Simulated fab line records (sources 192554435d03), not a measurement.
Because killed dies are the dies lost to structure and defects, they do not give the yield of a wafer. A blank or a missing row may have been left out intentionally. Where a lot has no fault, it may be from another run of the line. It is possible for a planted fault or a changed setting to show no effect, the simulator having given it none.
A struck lot beside a sound one | flow n5Finfet | 13 steps out of a route of 1938
Sound: the wafers L531.2, L531.3, L531.5. The struck wafers were L548.1, L548.2, L548.6. The cause comes at the end.
Each step with rows lists, per side, the tool, then ch with its chambers, then its first start. Under that, the readings that differ: sound wafers | struck wafers | difference of the means | sigmas: that difference in standard deviations of wafers without a fault.
alike: readings whose means differ by less than 2 such deviations, and words and numbers that are the same on both sides. not compared: withheld readings, readings that some wafer has no value for, bounds like >300 that may hide the same value, and numbers for which the record gives no deviation and whose values overlap.
Wherever a step has rows on one side only, a row that says differs or no value, or a row with sigmas, the two part there. When numbers do not overlap yet have no deviation, they are printed without sigmas and do not part them. Lack of a reading on every wafer of one side parts them only where that side has two or more wafers.

first, 9 steps without rows for these wafers: N5_BEOL_M3_EBR_24; N5_BEOL_M3_SOFTBAKE_23 (time 60 s); N5_BEOL_M3_EXPOSE_25 (exposes mask V2, defocus 5 nm); N5_BEOL_M3_PEB_26 (peb time 60 s); N5_BEOL_M3_DEVELOP_27 (develop time 30 s); N5_BEOL_M3_DESCUM_33 (chemistry O2, time 7 s); N5_BEOL_M3_ETCH_77 (etches underlayer in N2/H2, target depth 6.5 nm, time 5.2 s); N5_BEOL_M3_ETCH_69 (etches SiARC in CF4, target depth 15.6 nm, time 26 s); N5_BEOL_M3_ALD_98 (deposits SiO2, target thk 2.5 nm, pulse time 1 s, co reactant pulse time 1 s).
N5_BEOL_M3_ETCHBACK_99: etches SiO2 in CHF3, target depth 5 nm, time 10.4 s.
  sound on rieDiel-04 ch 2,3, day 8 07:58; struck on rieDiel-01 ch 1,2, day 13 01:31
reading                  | sound          | struck         | difference | sigmas
drypumpMotorCurrentA (A) | 6.8 6.1 6.8    | 6.5 4.7 4.7    | -1.3       | -2
oes_ar_750_au (a.u.)     | 0.69 0.71 0.69 | 0.89 0.88 0.89 | +0.19      | +2
oesProductAu (a.u.)      | 0.69 0.71 0.69 | 1.18 1.16 1.15 | +0.47      | +5
  alike: CHF3_flow_sccm, chamberPressureMTorr, oes_f_703_au, rfVppV, showerheadPlenumPTorr, throttleValvePct
  not compared: rfHoursCounterH
then, 1 step without rows for these wafers: N5_BEOL_M3_ETCH_70 (etches SOC in N2/H2, target depth 80 nm, overetch 16 nm, time 120 s).
N5_BEOL_M4_RC_MEAS_101:
  sound on prober-01 ch 0, day 9 00:02; struck on prober-01 ch 0, day 13 17:46
  alike: DIBL_N, DIBL_P, IOFF_N, IOFF_P, ION_N, ION_P, SS_N, SS_P, VT_N, VT_P
following that, these wafers have no rows for 1 step: N5_PASSIVATION_PROBE_49.

== WHERE THEY PART ==
N5_BEOL_M3_ETCHBACK_99 only, going by this record. Later steps at which nothing parts them and some readings are alike: N5_BEOL_M4_RC_MEAS_101.

WHY: what had been put in by the simulator
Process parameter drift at N5_BEOL_M3_ETCHBACK_99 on rieDiel-01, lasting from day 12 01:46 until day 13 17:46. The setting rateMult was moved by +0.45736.
